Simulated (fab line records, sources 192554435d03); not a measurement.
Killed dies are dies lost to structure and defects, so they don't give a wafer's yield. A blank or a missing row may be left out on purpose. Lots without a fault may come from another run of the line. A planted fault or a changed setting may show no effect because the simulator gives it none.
Split-lot experiment | flow n5_finfet | 7 lots, 21 wafers read, on a route of 1938 steps

THE SPLIT
At N5_BEOL_M0_SAQP_COAT_81 (time 60 s, resist thk 100 nm), the setting spin_rpm was moved away from the recipe's 1500 rpm on 5 of the 21 wafers read, by -5.7% to +4.7%. The other wafers ran this setting at the recipe's value.

FROM THE SPLIT TO THE READING: what the file shows between them, 5 steps
- N5_BEOL_M0_SAQP_COAT_82: time 60 s, resist thk 30 nm
- N5_BEOL_M0_SAQP_COAT_08: resist thk 90 nm
- N5_BEOL_M0_SAQP_DESCUM_19: chemistry O2, time 7.9 s
- N5_BEOL_M0_SAQP_ETCH_83: etches SiARC in CF4, target depth 39 nm, time 65 s
- N5_BEOL_M0_SAQP_ETCH_84: etches SOC in N2/H2, target depth 100 nm, overetch 20 nm, time 150 s

THE READING
SOC_of_BEOL_M0_SAQP_COAT_81.thk_nm (the simulator's own value, which no gauge read), in nm, at N5_BEOL_M0_SAQP_MANDREL_ETCH_20 (etches a-Si in HBr/Cl2, stops on SiNx, target depth 60 nm, bt time 10 s, time 30 s). The file gives no usual value for it. The 16 wafers here that ran the recipe average 76.0 nm, standard deviation 0.51 nm.

wafer  | tool, chamber at the split | spin_rpm as run, rpm | against the recipe | SOC_of_BEOL_M0_SAQP_COAT_81.thk_nm, nm | against lot-mates on the recipe
L082.4 | litho_track-05, 0          | 1500                 | recipe             | 75.6                                   | -
L082.5 | litho_track-05, 0          | 1500                 | recipe             | 75.4                                   | -
L082.6 | litho_track-05, 0          | 1500                 | recipe             | 75.2                                   | -
L088.2 | litho_track-02, 0          | 1500                 | recipe             | 76.6                                   | -
L088.3 | litho_track-02, 0          | 1500                 | recipe             | 76.2                                   | -
L088.5 | litho_track-02, 0          | 1500                 | recipe             | 75.8                                   | -
L090.2 | litho_track-02, 0          | 1500                 | recipe             | 76.6                                   | -
L090.6 | litho_track-02, 0          | 1500                 | recipe             | 76.6                                   | -
L090.4 | litho_track-02, 0          | 1500                 | recipe             | 76.2                                   | -
L092.3 | litho_track-04, 0          | 1500                 | recipe             | 76.6                                   | -
L092.4 | litho_track-04, 0          | 1415                 | -5.7%              | 78.8                                   | +2.3
L092.6 | litho_track-04, 0          | 1500                 | recipe             | 76.4                                   | -
L091.1 | litho_track-05, 0          | 1500                 | recipe             | 75                                     | -
L091.4 | litho_track-05, 0          | 1500                 | recipe             | 76.4                                   | -
L091.6 | litho_track-05, 0          | 1500                 | recipe             | 75.8                                   | -
L095.1 | litho_track-05, 0          | 1500                 | recipe             | 75.8                                   | -
L095.2 | litho_track-05, 0          | 1570                 | +4.7%              | 73.8                                   | -2.0
L095.5 | litho_track-05, 0          | 1570                 | +4.7%              | 74                                     | -1.8
L096.1 | litho_track-05, 0          | 1452                 | -3.2%              | 77.8                                   | +1.8
L096.3 | litho_track-05, 0          | 1500                 | recipe             | 76                                     | -
L096.5 | litho_track-05, 0          | 1452                 | -3.2%              | 77.6                                   | +1.6

THE FIT
A straight line over all 21 wafers: SOC_of_BEOL_M0_SAQP_COAT_81.thk_nm changes by -0.481 nm for each +1% of spin_rpm; r = -0.92; the points scatter about the line by 0.47 nm.
The same after taking each lot's own level away (the mean of its wafers on the recipe; 21 wafers): -0.432 nm for each +1%; r = -0.95; scatter 0.31 nm.
On that fit, the largest move of spin_rpm shifts the reading by 2.4 nm.
The lots' own levels span 75.40 to 76.50 nm, that is 2.2 times the standard deviation above.
So the lot-to-lot level changes the slope: the two fits differ.
Check: with one of the wafers moved furthest among these (-5.7%) left out of the fit, the line predicts +2.59 nm for it against its lot-mates. It came out at +2.3 nm against them.

OTHER SPLITS ON THESE WAFERS
These wafers also went through other splits before the reading. Each is held against what the fit with the lots' levels taken away leaves over:
other split on the same wafers        | wafers away from the commonest value | r with SOC_of_BEOL_M0_SAQP_COAT_81.thk_nm (lot level and that fit taken away)
N5_SD_EPI_N_EPI_21 time_s             | 6                                    | -0.21
N5_SDB_COAT_05 spin_rpm               | 8                                    | -0.05
N5_SDB_ALD_29 ald_cycles              | 7                                    | +0.22
N5_MOL_CONTACT_COAG_COAT_02 spin_rpm  | 7                                    | -0.11
N5_MOL_CONTACT_COAG_ALD_27 ald_cycles | 9                                    | -0.16
N5_MOL_CONTACT_COAG_PECVD_31 time_s   | 10                                   | -0.42

THE WHOLE CHAIN: every reading that the file lists as answering this split, in the file's order
step                            | what it does                                                                       | reading                                                                             | change (the file's fit)               | r (the file's)
N5_BEOL_M0_SAQP_COAT_81         | time 60 s, resist thk 100 nm                                                       | SOC_of_BEOL_M0_SAQP_COAT_81.thk_nm (the simulator's own value, which no gauge read) | -0.472 nm for each +1% of the setting | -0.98
N5_BEOL_M0_SAQP_ETCH_84         | etches SOC in N2/H2, target depth 100 nm, overetch 20 nm, time 150 s               | etch.depth_nm (the simulator's own value, which no gauge read)                      | -0.468 nm for each +1% of the setting | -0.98
N5_BEOL_M0_SAQP_MANDREL_ETCH_20 | etches a-Si in HBr/Cl2, stops on SiNx, target depth 60 nm, bt time 10 s, time 30 s | SOC_of_BEOL_M0_SAQP_COAT_81.thk_nm (the simulator's own value, which no gauge read) | -0.426 nm for each +1% of the setting | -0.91

THE FILE'S OWN FIT
SOC_of_BEOL_M0_SAQP_COAT_81.thk_nm changes by -0.426 nm for each +1% of spin_rpm, r = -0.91.
